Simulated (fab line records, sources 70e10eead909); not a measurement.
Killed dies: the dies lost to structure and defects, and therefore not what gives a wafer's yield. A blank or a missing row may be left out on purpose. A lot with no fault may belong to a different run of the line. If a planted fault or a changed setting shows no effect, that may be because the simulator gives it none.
Matching of chambers    flow nand-harc    NHARC_A_STAIRCASE_DEP_156 on pecvd-01: 3 sister chambers
The step deposits SiNx, target thk 50 nm. 3 wafers are shown with their chamber, then 8 later ones without.

WAFERS, EACH WITH ITS CHAMBER
wafer   chamber  heater-power-w (W)
L084.4  1        777
L092.2  0        769
L093.1  2        730

WAFERS WITH NO CHAMBER GIVEN
wafer   heater-power-w (W)
L093.3  782
L093.5  793
L096.3  734
L096.4  713
L096.5  651
L095.1  695
L095.4  820
L095.6  784

WHICH CHAMBER EACH ONE RAN IN
wafer   from the rows above           in truth
L093.3  can't be placed: 1 or 0 or 2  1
L093.5  can't be placed: 1 or 0 or 2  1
L096.3  can't be placed: 2 or 0 or 1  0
L096.4  can't be placed: 2 or 0 or 1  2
L096.5  can't be placed: 2 or 0 or 1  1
L095.1  can't be placed: 2 or 0 or 1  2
L095.4  can't be placed: 1 or 0 or 2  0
L095.6  can't be placed: 1 or 0 or 2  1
Placed correctly: 0 of 8. Can't be placed from these rows: 8 (the true chamber is among the candidates in 8). Placed wrongly: 0.
How it was worked out, from the rows above alone: a wafer's distance from a chamber is the root of the sum, over the readings, of the square of ((its reading less the chamber's mean) divided by the reading's scatter). If the next closest chamber is less than 2 further off than the closest, the wafer can't be placed; otherwise it belongs to the closest. For every chamber, the mean is computed from those of its wafers that are shown. The scatter: with one shown wafer a chamber, the root of the mean of the squares of how far each hidden wafer lies from its nearest shown one.
